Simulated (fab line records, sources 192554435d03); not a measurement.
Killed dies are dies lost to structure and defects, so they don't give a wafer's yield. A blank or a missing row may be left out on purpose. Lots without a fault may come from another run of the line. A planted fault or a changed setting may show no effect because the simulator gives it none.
A struck lot beside a sound one | flow n5_finfet | 16 steps out of a route of 1938
Sound: wafers L529.1, L529.2, L529.4. Struck: wafers L536.1, L536.2, L536.3. The cause comes at the end.
At each step with rows: each side's tool, then ch and its chambers, then its first start. Under that, the readings that differ: sound wafers | struck wafers | difference of the means | sigmas: that difference in standard deviations of wafers without a fault.
alike: readings whose means differ by less than 2 such deviations, and words and numbers that are the same on both sides. not compared: withheld readings, readings that some wafer has no value for, bounds like >300 that may hide the same value, and numbers for which the record gives no deviation and whose values overlap.
The two part at a step that has a row with sigmas, a row that says differs or no value, or rows on one side only. Numbers that don't overlap but have no deviation are shown without sigmas and don't part them. A reading that every wafer of one side lacks parts them only if that side has two wafers or more.

first, 2 steps without rows for these wafers: N5_ILD0_FCVD_FILL_01 (material SiO2 flowable, target thk 200 nm, time 328.3 s); N5_ILD0_CURE_02 (time 1800 s).
N5_ILD0_CMP_03: polishes, stops on SiNx, t overpolish 1.9 s, target thk 197.38 nm.
  sound on cmp-01 ch 0,2,3, day 6 08:25; struck on cmp-04 ch 1,2,3, day 7 19:11
  alike: motor_current_A, overpolish_run_s, time_to_endpoint_s
N5_ILD0_THK_MEAS_04:
  sound on film_metro-01, day 6 08:43; struck on film_metro-01, day 7 19:26
  alike: thk_nm
N5_ILD0_CMP_07: polishes SiO2 flowable, stops on poly-Si, t overpolish 1.18 s, target thk 138.88 nm.
  sound on cmp-01 ch 1,2,3, day 6 08:44; struck on cmp-02 ch 0,1,2, day 7 19:28
  alike: motor_current_A
N5_ILD0_THK_MEAS_08:
  sound on film_metro-02, day 6 09:02; struck on film_metro-02, day 7 19:46
  alike: thk_nm
then, 1 step without rows for these wafers: N5_ILD0_PRECLEAN_10 (cleans in NF3:NH3, afs cycles 5, time 20 s, sublimation time 60 s).
N5_ILD0_ALD_15: deposits SiNx, target thk 24 nm, pulse time 1 s, ald cycles 480.
  sound on ald_sin-04 ch 0,1,3, day 6 09:45; struck on ald_sin-02 ch 0,1,3, day 7 20:29
  alike: heater_power_outer_w, heater_power_w, precursor_pulse_height_rel
N5_ILD0_CMP_12: polishes SiNx, stops on poly-Si, t overpolish 6 s, target thk 17.67 nm.
  sound on cmp-01 ch 0,1,3, day 6 11:57; struck on cmp-01 ch 1,2,3, day 7 22:41
  alike: motor_current_A, overpolish_run_s, time_to_endpoint_s
N5_ILD0_THK_MEAS_13:
  sound on film_metro-02, day 6 12:15; struck on film_metro-01, day 7 22:59
  alike: thk_nm
N5_ILD0_INSPECT_06: inspects for defects (darkfield).
  sound on defect_inspect-02, day 6 12:16; struck on defect_inspect-02, day 7 23:00
  alike: raw_defect_count
N5_SDB_HM_DEP_00: deposits SiNx from SiH4/NH3/N2, target thk 40 nm, time 35.3 s.
  sound on pecvd-01 ch 1,2, day 6 12:19; struck on pecvd-03 ch 0,1,2, day 7 23:02
  alike: heater_power_outer_w, heater_power_w, showerhead_plenum_p_Torr, throttle_valve_pct
N5_SDB_COAT_03: time 60 s, resist thk 100 nm.
  sound on litho_track-01 ch 0, day 6 12:25; struck on litho_track-03 ch 0, day 7 23:07
  reading                  | sound                | struck               | difference | sigmas
  heater_power_total_W (W) | 501.3 501.8 499.3    | 477.9 476.9 478.1    | -23.2      | -14
  plate_temp_C (C)         | 250.04 250.05 250.01 | 240.14 239.96 240.22 | -9.93      | -55
  alike: spin_speed_rpm
then, 1 step without rows for these wafers: N5_SDB_COAT_04 (time 60 s, resist thk 18 nm).
-- the record jumps here: 5 days lie between the struck wafers' starts before and after (it left off in module SDB and takes up again in module BEOL_M4, whose first step shown is number 1111 of the route) --
N5_BEOL_M4_RC_MEAS_101:
  sound on prober-01 ch 0, day 11 15:01; struck on prober-01 ch 0, day 12 17:21
  alike: DIBL_N, DIBL_P, IOFF_N, IOFF_P, ION_N, ION_P, SS_N, SS_P, VT_N, VT_P
-- the record jumps here: 4 days lie between the struck wafers' starts before and after (it left off in module BEOL_M4 and takes up again in module PASSIVATION, whose first step shown is number 1936 of the route) --
N5_PASSIVATION_PROBE_49:
  the record has rows for the struck wafers here (prober-02, day 17 04:55) and none for the sound ones

WHERE THEY PART
First at N5_SDB_COAT_03; last, within this record, at N5_PASSIVATION_PROBE_49.

WHY: what the simulator had put in
Process parameter drift: litho_track-03, from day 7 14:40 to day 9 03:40, at N5_SDB_COAT_03. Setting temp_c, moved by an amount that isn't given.
